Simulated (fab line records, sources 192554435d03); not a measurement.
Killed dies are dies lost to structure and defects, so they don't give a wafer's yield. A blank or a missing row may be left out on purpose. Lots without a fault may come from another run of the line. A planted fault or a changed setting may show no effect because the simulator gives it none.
fab line records | flow n5_finfet
record lots=7 wafers=21
route steps=1938 shown SD_EPI_N@273 SDB@348 HKMG_FIN@406 MOL_CONTACT_COAG@624 BEOL_M0_SAQP@646 BEOL_M0@721 BEOL_M1@797
start_h: hours from the record's first day to the start of the lot's first wafer shown | wait_h: hours since the lot's step before | " the same as in the row above | L1.1+2: a row that stands for several wafers | - no value, or no start given | * or withheld: withheld | < > ~ a bound
route shown NAME@n: a module of which the file shows steps, and the number in the route of the first | usual: mean/standard deviation of fault-free wafers | same: alike in all rows | chamber/n: place in a boat | sites: the reading at each site | _std_site: their standard deviation | _edge_site: outer sites' mean less inner sites' | radius_mm: how far each site lies from the wafer's centre | mask NAME#n: copy n | behind: the tool/chamber that last shaped the wafer | hold: why the lot was held/for how many hours/how that ended | device: the transistor (n, p or np) that didn't switch | end of line: the same wafers' tests at the end of the route | a step without rows: its recipe alone | killed: dies lost to structure and defects at the first sort, not the wafer's yield | map: a wafer's dies, x killed, . not, _ none there
set.NAME: the setting as run; set.NAME@STEP: as run at that earlier step | model.NAME: the simulator's own value behind a step, which no gauge read
lots whose settings were changed on purpose; a table a step, a row a wafer
## steps
# step N5_SD_EPI_N_DESCUM_14
# recipe chemistry=O2 time_s=7.9 source_power_w=50 bias_power_w=20 pressure_mtorr=20 rf_frequency_hz=2.712e+07 temp_c=40 resist=CAR-ArF-block o2_flow_sccm=225
# columns lot.wafer tool chamber start_h wait_h set.time_s set.peb_temp_c@SD_EPI_N_PEB_07 model.SD_EPI_N.cd_nm model.CAR-ArF-block_of_SD_EPI_N_COAT_03.thk_nm
L079.1+6 rie_diel-06 0,1 78.44 0.1 7.9 110 119.8 144
L079.4 " 1 " " 9.184 107.7 112.8 143
L084.2+3 rie_diel-04 2,3 113.46 0.0 7.346 110 120.4 144.4
L084.4 " 2 " " 7.346 110 121 144.6
L086.1 rie_diel-04 1 126.72 0.0 6.702 110 120.4 143.6
L086.3 " 3 " " 7.9 110 120.4 142.8
L086.4 " 0 " " 7.9 110 120.4 143
L088.2 rie_diel-01 2 136.10 0.0 7.9 110 120 142.8
L088.4 " 1 " " 7.9 113.6 128.2 143
L088.6 " 3 " " 7.9 113.6 128.6 142.8
L095.1 rie_diel-01 1 177.16 0.0 7.9 110 120.4 143
L095.3 " 0 " " 7.9 110 119.4 143
L095.6 " 1 " " 7.9 110 119.8 143.4
L096.3 rie_diel-06 1 180.96 0.1 7.9 110 120.6 142.6
L096.5 " 2 " " 7.9 112.4 125.2 142.8
L096.6 " 1 " " 9.601 112.4 125.8 141.4
L097.2 rie_diel-01 2 191.13 0.4 7.9 110 120.4 143.2
L097.5 " 1 " " 7.9 110 120 143
L097.6 " 2 " " 7.9 110 119.6 143.4
# step N5_SD_EPI_N_ETCH_34
# recipe chemistry=CF4 target=SiARC target_depth_a=455 mask_material=CAR-ArF-block time_s=75.8 ion_energy_ev=80 pressure_mtorr=40 source_w=545 bias_w=36 Ar_flow_sccm=100 cf4_flow_sccm=100 ends=cleared
# columns lot.wafer tool chamber start_h wait_h set.peb_temp_c@SD_EPI_N_PEB_07 set.time_s@SD_EPI_N_DESCUM_14 model.SD_EPI_N.cd_nm model.CAR-ArF-block_of_SD_EPI_N_COAT_03.thk_nm
L079.1+6 rie_diel-06 0,1 78.47 0.0 110 7.9 119.6 111.6
L079.4 " 1 " " 107.7 9.184 112.8 110.8
L084.2 rie_diel-04 2 113.49 0.0 110 7.346 120.4 112.2
L084.3 " 3 " " 110 7.346 120.4 112
L084.4 " 2 " " 110 7.346 121 112.4
L086.1 rie_diel-04 1 126.75 0.0 110 6.702 120.6 111.2
L086.3 " 3 " " 110 7.9 120.6 110.6
L086.4 " 0 " " 110 7.9 120.8 110.6
L088.2 rie_diel-01 2 136.14 0.0 110 7.9 120.2 110.4
L088.4 " 1 " " 113.6 7.9 128.2 110.6
L088.6 " 3 " " 113.6 7.9 128.6 110.4
L095.1 rie_diel-01 1 177.20 0.0 110 7.9 120.2 110.6
L095.3 " 0 " " 110 7.9 119.2 110.6
L095.6 " 1 " " 110 7.9 119.6 111
L096.3 rie_diel-06 1 181.00 0.0 110 7.9 120.8 110.2
L096.5 " 2 " " 112.4 7.9 125.4 110.4
L096.6 " 1 " " 112.4 9.601 126 109
L097.2 rie_diel-01 2 191.17 0.0 110 7.9 120.4 110.8
L097.5 " 1 " " 110 7.9 120.2 110.8
L097.6 " 2 " " 110 7.9 119.6 111
# step N5_SD_EPI_N_ETCH_35
# recipe chemistry=N2/H2 target=SOC overetch_a=1080 mask_material=SiARC temp_c=40 ion_energy_ev=100 source_w=3000 bias_w=133 pressure_mtorr=20 time_s=486 n2_flow_sccm=200 h2_flow_sccm=200
# columns lot.wafer tool chamber start_h wait_h set.peb_temp_c@SD_EPI_N_PEB_07 model.SD_EPI_N.cd_nm
L079.1 rie_diel-06 0 78.53 0.0 110 119.2
L079.4 " 1 " " 107.7 113.8
L079.6 " 1 " " 110 121.4
L084.2 rie_diel-04 2 113.55 0.0 110 120
L084.3 " 3 " " 110 120.4
L084.4 " 2 " " 110 121.6
L086.1 rie_diel-04 1 126.81 0.0 110 121.8
L086.3 " 3 " " 110 119.6
L086.4 " 0 " " 110 120.6
L088.2 rie_diel-01 2 136.19 0.0 110 120.4
L088.4 " 1 " " 113.6 128
L088.6 " 3 " " 113.6 128.4
L095.1 rie_diel-01 1 177.25 0.0 110 120
L095.3 " 0 " " 110 119.6
L095.6 " 1 " " 110 118.2
L096.3 rie_diel-06 1 181.05 0.0 110 122.2
L096.5 " 2 " " 112.4 127
L096.6 " 1 " " 112.4 126.8
L097.2 rie_diel-01 2 191.22 0.0 110 119.4
L097.5 " 1 " " 110 119
L097.6 " 2 " " 110 119.6
# step N5_SDB_COAT_03
# recipe resist=SOC temp_c=250 time_s=60 spin_rpm=1500 resist_thk_nm=100
# columns lot.wafer tool chamber start_h wait_h set.spin_rpm model.SOC_of_SDB_COAT_03.thk_nm
L079.1 litho_track-04 0 94.79 0.1 1583 97.2
L079.4 " 0 " " 1500 100.2
L079.6 " 0 " " 1500 99.8
L084.2+4 litho_track-02 0 129.82 0.1 1500 100
L084.3 " 0 " " 1500 100.2
L086.1 litho_track-04 0 143.13 0.1 1600 96.8
L086.3+4 " 0 " " 1600 97.2
L088.2 litho_track-02 0 152.87 0.1 1500 100.8
L088.4 " 0 " " 1500 100.2
L088.6 " 0 " " 1500 100.6
L095.1 litho_track-03 0 193.21 0.1 1500 100.4
L095.3 " 0 " " 1500 100
L095.6 " 0 " " 1500 100.2
L096.3 litho_track-02 0 198.21 0.1 1500 100.4
L096.5 " 0 " " 1447 102
L096.6 " 0 " " 1500 100.2
L097.2 litho_track-02 0 209.36 0.1 1500 100.2
L097.5 " 0 " " 1500 99.6
L097.6 " 0 " " 1500 100
# step N5_SDB_COAT_04
# recipe resist=SiARC temp_c=220 time_s=60 spin_rpm=1500 resist_thk_nm=18
# step N5_SDB_COAT_05
# recipe resist=CAR-ArF spin_rpm=1500 resist_thk_nm=90
# step N5_SDB_DESCUM_16
# recipe chemistry=O2 time_s=7.9 source_power_w=50 bias_power_w=20 pressure_mtorr=20 rf_frequency_hz=2.712e+07 temp_c=40 resist=CAR-ArF o2_flow_sccm=225
# step N5_SDB_ETCH_17
# recipe chemistry=CF4 target=SiARC target_depth_a=234 mask_material=CAR-ArF time_s=39 ion_energy_ev=80 pressure_mtorr=40 source_w=545 bias_w=36 Ar_flow_sccm=100 cf4_flow_sccm=100 ends=cleared
# step N5_SDB_ETCH_18
# recipe chemistry=N2/H2 target=SOC target_depth_a=1000 overetch_a=200 mask_material=SiARC temp_c=40 time_s=150 ion_energy_ev=200 pressure_mtorr=30 source_w=840 bias_w=150 n2_flow_sccm=200 h2_flow_sccm=200
# columns lot.wafer tool chamber start_h wait_h set.spin_rpm@SDB_COAT_03 model.etch.depth_nm
L079.1 rie_diel-04 1 95.32 0.0 1583 97.28
L079.4 " 2 " " 1500 100.2
L079.6 " 1 " " 1500 99.87
L084.2 rie_diel-01 3 130.43 0.0 1500 100
L084.3 " 1 " " 1500 100.2
L084.4 " 2 " " 1500 99.99
L086.1 rie_diel-04 1 143.66 0.0 1600 96.83
L086.3 " 2 " " 1600 97.2
L086.4 " 2 " " 1600 97.27
L088.2 rie_diel-01 0 153.40 0.0 1500 100.9
L088.4 " 1 " " 1500 100.2
L088.6 " 0 " " 1500 100.7
L095.1 rie_diel-04 2 193.61 0.0 1500 100.4
L095.3 " 3 " " 1500 99.98
L095.6 " 1 " " 1500 100.2
L096.3 rie_diel-01 1 198.75 0.0 1500 100.4
L096.5 " 0 " " 1447 102
L096.6 " 1 " " 1500 100.2
L097.2 rie_diel-04 2 209.90 0.0 1500 100.2
L097.5 " 2 " " 1500 99.64
L097.6 " 1 " " 1500 99.92
# step N5_SDB_STRIP_19
# recipe chemistry=N2/H2 temp_c=40 n2_flow_sccm=200 h2_flow_sccm=200 rf_frequency_hz=6e+07
# step N5_SDB_STRIP_21
# recipe chemistry=CF4 resist=SiARC power_w=300 bias_power_w=75 pressure_mtorr=50 cf4_flow_sccm=150 rf_frequency_hz=6e+07
# step N5_SDB_HM_OPEN_20
# recipe chemistry=CH3F/O2 target=SiNx mask_material=SOC target_depth_a=240 stop_on=poly-Si over_etch_frac=0.4 ion_energy_ev=120 pressure_mtorr=30 source_w=395 bias_w=73 Ar_flow_sccm=150 CH3F_flow_sccm=30 O2_flow_sccm=20
# columns lot.wafer tool chamber start_h wait_h set.spin_rpm@SDB_COAT_03 model.SOC_of_SDB_COAT_03.thk_nm
L079.1 rie_diel-04 1 95.48 0.0 1583 81.4
L079.4 " 2 " " 1500 84.4
L079.6 " 1 " " 1500 84
L084.2 rie_diel-01 3 130.59 0.0 1500 83.8
L084.3+4 " 1,2 " " 1500 84.4
L086.1 rie_diel-04 1 143.82 0.0 1600 80.8
L086.3+4 " 2 " " 1600 81.4
L088.2 rie_diel-01 0 153.56 0.0 1500 84.8
L088.4 " 1 " " 1500 84.4
L088.6 " 0 " " 1500 84.6
L095.1 rie_diel-04 2 193.77 0.0 1500 84.6
L095.3 " 3 " " 1500 83.6
L095.6 " 1 " " 1500 84.2
L096.3+6 rie_diel-01 1 198.91 0.0 1500 84.6
L096.5 " 0 " " 1447 86
L097.2 rie_diel-04 2 210.05 0.0 1500 84.4
L097.5 " 2 " " 1500 83.8
L097.6 " 1 " " 1500 84
# step N5_SDB_STRIP_22
# recipe chemistry=N2/H2 power_w=1000 temp_c=250 h2_frac=0.65 overash_fraction=0.3 pressure_mtorr=withheld n2_flow_sccm=1750 h2_flow_sccm=3250
# usual strip_time_to_endpoint_s=96.4/0.35
# columns lot.wafer tool chamber start_h wait_h set.spin_rpm@SDB_COAT_03 strip_time_to_endpoint_s
L079.1 plasma_asher-01 0 95.78 0.3 1583 93.8
L079.4 " 1 " " 1500 96.5
L079.6 " 1 " " 1500 96.2
L084.2 plasma_asher-01 0 130.67 0.1 1500 96.0
L084.3 " 1 " " 1500 96.7
L084.4 " 0 " " 1500 96.5
L086.1 plasma_asher-01 1 143.90 0.1 1600 93.3
L086.3 " 1 " " 1600 93.7
L086.4 " 0 " " 1600 93.8
L088.2 plasma_asher-02 1 153.64 0.1 1500 96.9
L088.4 " 0 " " 1500 96.7
L088.6 " 0 " " 1500 96.7
L095.1 plasma_asher-01 0 193.85 0.1 1500 96.7
L095.3 " 0 " " 1500 95.9
L095.6 " 0 " " 1500 96.4
L096.3 plasma_asher-02 1 199.03 0.1 1500 96.8
L096.5 " 1 " " 1447 98.1
L096.6 " 0 " " 1500 96.8
L097.2 plasma_asher-01 1 210.13 0.1 1500 96.7
L097.5 " 0 " " 1500 96.0
L097.6 " 1 " " 1500 96.2
# step N5_HKMG_FIN_ETCH_58
# recipe chemistry=N2/H2 target=SOC target_depth_a=2158 ion_energy_ev=50 bias_w=13 time_s=741 pressure_mtorr=30 source_w=875 n2_flow_sccm=200 h2_flow_sccm=200
# usual rf_vpp_V=99.4/0.85
# columns lot.wafer tool chamber start_h wait_h set.source_w rf_vpp_V model.SOC_of_HKMG_FIN_COAT_41.thk_nm model.etch.depth_nm model.HKMG_FIN.feature_depth_nm
L079.1 rie_diel-06 1 102.15 0.0 875 99.9 85.6 214.9 214.8
L079.4 " 3 " " 1006 93.5 61.8 238 238
L079.6 " 0 " " 1006 93.8 66.6 234 234
L084.2 rie_diel-04 1 136.57 0.0 875 99.7 83.4 217.3 217.4
L084.3 " 2 " " 818.9 100.3 98.8 199.8 199.8
L084.4 " 2 " " 875 99.3 88.8 210.2 210.2
L086.1 rie_diel-04 1 149.38 0.0 963.1 95.8 62.8 235.9 236
L086.3 " 0 " " 875 100.2 82.8 216.5 216.4
L086.4 " 1 " " 875 98.7 79 219.4 219.4
L088.2 rie_diel-04 3 159.11 0.0 962.3 97.3 61.4 238 238
L088.4 " 0 " " 962.3 95.9 64.4 235.6 235.6
L088.6 " 1 " " 962.3 95.9 64.6 236 236
L095.1 rie_diel-06 1 199.50 0.0 875 98.0 86.2 213.1 213.2
L095.3 " 0 " " 875 97.8 86.8 213.7 213.6
L095.6 " 3 " " 811.1 100.7 98.6 199.8 199.8
L096.3 rie_diel-01 0 204.73 0.0 875 100.2 84.8 214.3 214.2
L096.5 " 2 " " 875 100.5 89.6 209.1 209.2
L096.6 " 3 " " 875 99.2 75.2 224.3 224.4
L097.2 rie_diel-01 2 216.45 0.0 875 99.8 90 210.4 210.4
L097.5 " 2 " " 875 98.3 90 211.4 211.4
L097.6 " 1 " " 875 100.0 88.8 210.8 210.8
# step N5_MOL_CONTACT_COAG_CVD_140
# recipe material=W target_thk_a=665 mode=selective_fill temp_c=300 time_s=215
# columns lot.wafer tool chamber start_h wait_h set.target_thk_a model.W_of_MOL_CONTACT_COAG_CVD_140.thk_nm
L079.1+4 cvd_w-01 1,0 131.75 0.1 665 67
L079.6 " 0 " " 665 66.6
L084.2 cvd_w-02 1 168.50 0.1 665 65.6
L084.3 " 0 " " 630.6 63
L084.4 " 1 " " 630.6 62.4
L086.1 cvd_w-02 1 177.39 0.1 665 66.8
L086.3 " 1 " " 665 67
L086.4 " 0 " " 689.2 69.4
L088.2 cvd_w-01 1 188.68 0.1 665 68.2
L088.4 " 0 " " 665 67.4
L088.6 " 1 " " 665 68.4
L095.1 cvd_w-01 0 225.81 0.1 630.3 62.8
L095.3 " 0 " " 630.3 62.6
L095.6 " 1 " " 665 67.6
L096.3 cvd_w-02 1 232.14 0.1 633.7 64.8
L096.5 " 0 " " 633.7 64.6
L096.6 " 1 " " 633.7 64.2
L097.2+5 cvd_w-02 1 243.68 0.1 665 66.4
L097.6 " 0 " " 665 67.2
# step N5_BEOL_M0_SAQP_EXPOSE_11
# recipe mask_id=M0_CORE na=1.35 source_shape=dipole sigma_inner=0.538 sigma_outer=0.738 polarization=te target_cd_nm=42 dose_mj=55
# columns lot.wafer tool chamber start_h wait_h mask set.dose_mj
L079.1+4 arfi_scanner-02 0 137.04 - M0_CORE#0 55
L079.6 " 0 " " M0_CORE#0 51.33
L084.2+3 arfi_scanner-02 0 174.15 - M0_CORE#0 58.43
L084.4 " 0 " " M0_CORE#0 55
L086.1+3 arfi_scanner-03 0 182.39 - M0_CORE#0 55
L086.4 " 0 " " M0_CORE#0 53.34
L088.2+4+6 arfi_scanner-03 0 198.70 - M0_CORE#0 55
L095.1+3+6 arfi_scanner-02 0 230.69 - M0_CORE#0 55
L096.3 arfi_scanner-03 0 237.34 - M0_CORE#0 55
L096.5+6 " 0 " " M0_CORE#0 57.71
L097.2+5+6 arfi_scanner-03 0 249.52 - M0_CORE#0 55
# step N5_BEOL_M0_SAQP_PEB_12
# recipe peb_temp_c=withheld peb_time_s=60 resist=CAR-ArF
# step N5_BEOL_M0_SAQP_DEVELOP_13
# recipe develop_time_s=30 developer=TMAH resist=CAR-ArF dev_temp_c=23 rinse_liquid=diw dry=air_spin
# step N5_BEOL_M0_SAQP_CD_MEAS_14
# recipe target_cd_nm=42.5 landing_energy_ev=500 detector=se_inlens
# usual cd_nm=42.5/0.35
# columns lot.wafer tool chamber start_h wait_h set.dose_mj@BEOL_M0_SAQP_EXPOSE_11 cd_nm
L079.1 cd_sem-03 0 137.17 - 55 42.4
L079.4 " 0 " " 55 42.5
L079.6 " 0 " " 51.33 44.4
L084.2 cd_sem-01 0 174.27 - 58.43 40.9
L084.3 " 0 " " 58.43 41.2
L084.4 " 0 " " 55 43.2
L086.1 cd_sem-03 0 182.52 - 55 43.1
L086.3 " 0 " " 55 42.9
L086.4 " 0 " " 53.34 44.4
L088.2 cd_sem-03 0 198.82 - 55 43.0
L088.4 " 0 " " 55 43.1
L088.6 " 0 " " 55 42.7
L095.1 cd_sem-03 0 230.82 - 55 43.4
L095.3 " 0 " " 55 43.0
L095.6 " 0 " " 55 42.5
L096.3 cd_sem-01 0 237.45 - 55 42.5
L096.5 " 0 " " 57.71 41.1
L096.6 " 0 " " 57.71 41.3
L097.2 cd_sem-01 0 249.64 - 55 42.6
L097.5 " 0 " " 55 42.0
L097.6 " 0 " " 55 42.4
# step N5_BEOL_M0_TRENCH_ETCH_107
# recipe chemistry=C4F6/O2 target_depth_a=328 target=SiOC time_s=16.4 ion_energy_ev=250 pressure_mtorr=30 source_w=355 bias_w=185 Ar_flow_sccm=300 C4F6_flow_sccm=10 O2_flow_sccm=10
# columns lot.wafer tool chamber start_h wait_h set.target_depth_a model.BEOL_M0.feature_depth_nm
L079.1 rie_diel-06 3 152.02 0.0 328 32.4
L079.4 " 3 " " 298.4 29
L079.6 " 2 " " 298.4 29.6
L084.2 rie_diel-06 1 184.15 0.0 328 32.6
L084.3 " 0 " " 338.6 34.4
L084.4 " 0 " " 338.6 34.6
L086.1 rie_diel-04 3 191.83 0.0 328 33
L086.3 " 2 " " 316.9 31.2
L086.4 " 0 " " 328 33.2
L088.2 rie_diel-06 1 214.27 0.0 328 32.4
L088.4 " 1 " " 364.9 36.4
L088.6 " 3 " " 328 31.4
L095.1 rie_diel-06 2 238.56 0.0 356.7 35.6
L095.3 " 1 " " 328 32.6
L095.6 " 0 " " 356.7 35.8
L096.3 rie_diel-06 3 246.08 0.0 363.2 35
L096.5 " 3 " " 328 32
L096.6 " 2 " " 363.2 36.6
L097.2 rie_diel-06 3 262.40 0.0 328 32
L097.5 " 1 " " 328 32.2
L097.6 " 0 " " 328 33.4
# step N5_BEOL_M0_STRIP_142
# recipe chemistry=N2/H2 time_s=10 power_w=450 temp_c=40 pressure_mtorr=20 rf_frequency_hz=6e+07 bias_power_w=7 n2_flow_sccm=200 h2_flow_sccm=200
# step N5_BEOL_M0_OCD_MEAS_108
# usual trench_depth_nm=32.7/0.57
# columns lot.wafer tool chamber start_h wait_h set.target_depth_a@BEOL_M0_TRENCH_ETCH_107 trench_depth_nm
L079.1 ocd-02 - 152.12 0.1 328 31.9
L079.4 " - " " 298.4 29.2
L079.6 " - " " 298.4 29.8
L084.2 ocd-02 - 184.25 0.1 328 32.5
L084.3 " - " " 338.6 34.3
L084.4 " - " " 338.6 34.5
L086.1 ocd-02 - 191.94 0.1 328 32.7
L086.3 " - " " 316.9 31.3
L086.4 " - " " 328 32.7
L088.2 ocd-02 - 214.37 0.1 328 32.7
L088.4 " - " " 364.9 36.7
L088.6 " - " " 328 31.4
L095.1 ocd-01 - 238.66 0.1 356.7 35.5
L095.3 " - " " 328 32.9
L095.6 " - " " 356.7 36.0
L096.3 ocd-01 - 246.18 0.1 363.2 35.1
L096.5 " - " " 328 32.0
L096.6 " - " " 363.2 37.0
L097.2 ocd-02 - 262.50 0.1 328 32.1
L097.5 " - " " 328 32.2
L097.6 " - " " 328 33.2
# step N5_BEOL_M1_VIA_ETCH_34
# recipe chemistry=C4F6/O2 target_depth_a=678 mask_material=SOC pressure_mtorr=15 ion_energy_ev=250 taper_deg=4 time_s=64.4 source_w=350 bias_w=170 Ar_flow_sccm=300 C4F6_flow_sccm=10 O2_flow_sccm=10
# usual rf_vpp_V=675/8.7
# columns lot.wafer tool chamber start_h wait_h set.bias_w rf_vpp_V
L079.1 rie_diel-03 3 160.42 0.0 142.6 596
L079.4 " 2 " " 142.6 589
L079.6 " 3 " " 142.6 595
L084.2 rie_diel-05 0 215.76 0.0 170 660
L084.3 " 3 " " 170 685
L084.4 " 1 " " 170 684
L086.1 rie_diel-03 1 229.55 0.0 170 665
L086.3 " 3 " " 170 686
L086.4 " 3 " " 170 687
L088.2 rie_diel-03 0 239.71 0.0 170 684
L088.4 " 3 " " 149.7 619
L088.6 " 1 " " 170 665
L095.1 rie_diel-02 1 256.71 0.0 170 671
L095.3 " 2 " " 154.7 623
L095.6 " 0 " " 154.7 626
L096.3 rie_diel-05 0 264.36 0.0 146 583
L096.5 " 3 " " 170 684
L096.6 " 2 " " 146 598
L097.2 rie_diel-02 2 272.36 0.0 170 671
L097.5 " 0 " " 170 674
L097.6 " 1 " " 170 671
## key
split step=N5_SD_EPI_N_DESCUM_14 setting=time_s stated=7.9 by=wafer
response step=N5_SD_EPI_N_DESCUM_14 reading=model.CAR-ArF-block_of_SD_EPI_N_COAT_03.thk_nm change=-0.0573 per=1% r=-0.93
response step=N5_SD_EPI_N_ETCH_34 reading=model.CAR-ArF-block_of_SD_EPI_N_COAT_03.thk_nm change=-0.0523 per=1% r=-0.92
split step=N5_SDB_COAT_03 setting=spin_rpm stated=1500 by=wafer
response step=N5_SDB_COAT_03 reading=model.SOC_of_SDB_COAT_03.thk_nm change=-0.499 per=1% r=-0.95
response step=N5_SDB_ETCH_18 reading=model.etch.depth_nm change=-0.495 per=1% r=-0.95
response step=N5_SDB_HM_OPEN_20 reading=model.SOC_of_SDB_COAT_03.thk_nm change=-0.474 per=1% r=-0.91
response step=N5_SDB_STRIP_22 reading=strip_time_to_endpoint_s change=* per=1% r=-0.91
split step=N5_HKMG_FIN_ETCH_58 setting=source_w stated=875 by=wafer
response step=N5_HKMG_FIN_ETCH_58 reading=rf_vpp_V change=-0.372 per=1% r=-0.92
response step=N5_HKMG_FIN_ETCH_58 reading=model.SOC_of_HKMG_FIN_COAT_41.thk_nm change=-1.6 per=1% r=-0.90
response step=N5_HKMG_FIN_ETCH_58 reading=model.etch.depth_nm change=+1.63 per=1% r=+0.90
response step=N5_HKMG_FIN_ETCH_58 reading=model.HKMG_FIN.feature_depth_nm change=+1.64 per=1% r=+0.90
split step=N5_MOL_CONTACT_COAG_CVD_140 setting=target_thk_a stated=665 by=wafer
response step=N5_MOL_CONTACT_COAG_CVD_140 reading=model.W_of_MOL_CONTACT_COAG_CVD_140.thk_nm change=+0.739 per=1% r=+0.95
split step=N5_BEOL_M0_SAQP_EXPOSE_11 setting=dose_mj stated=55 by=wafer
response step=N5_BEOL_M0_SAQP_CD_MEAS_14 reading=cd_nm change=-0.315 per=1% r=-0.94
split step=N5_BEOL_M0_TRENCH_ETCH_107 setting=target_depth_a stated=328 by=wafer
response step=N5_BEOL_M0_TRENCH_ETCH_107 reading=model.BEOL_M0.feature_depth_nm change=+0.377 per=1% r=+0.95
response step=N5_BEOL_M0_OCD_MEAS_108 reading=trench_depth_nm change=+0.362 per=1% r=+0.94
split step=N5_BEOL_M1_VIA_ETCH_34 setting=bias_w stated=170 by=wafer
response step=N5_BEOL_M1_VIA_ETCH_34 reading=rf_vpp_V change=+5.68 per=1% r=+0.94
split outside_this_file step=N5_SD_EPI_N_PEB_07 setting=peb_temp_c
# split outside_this_file: this setting was split too, and the file shows its column; the key of that split is in another file
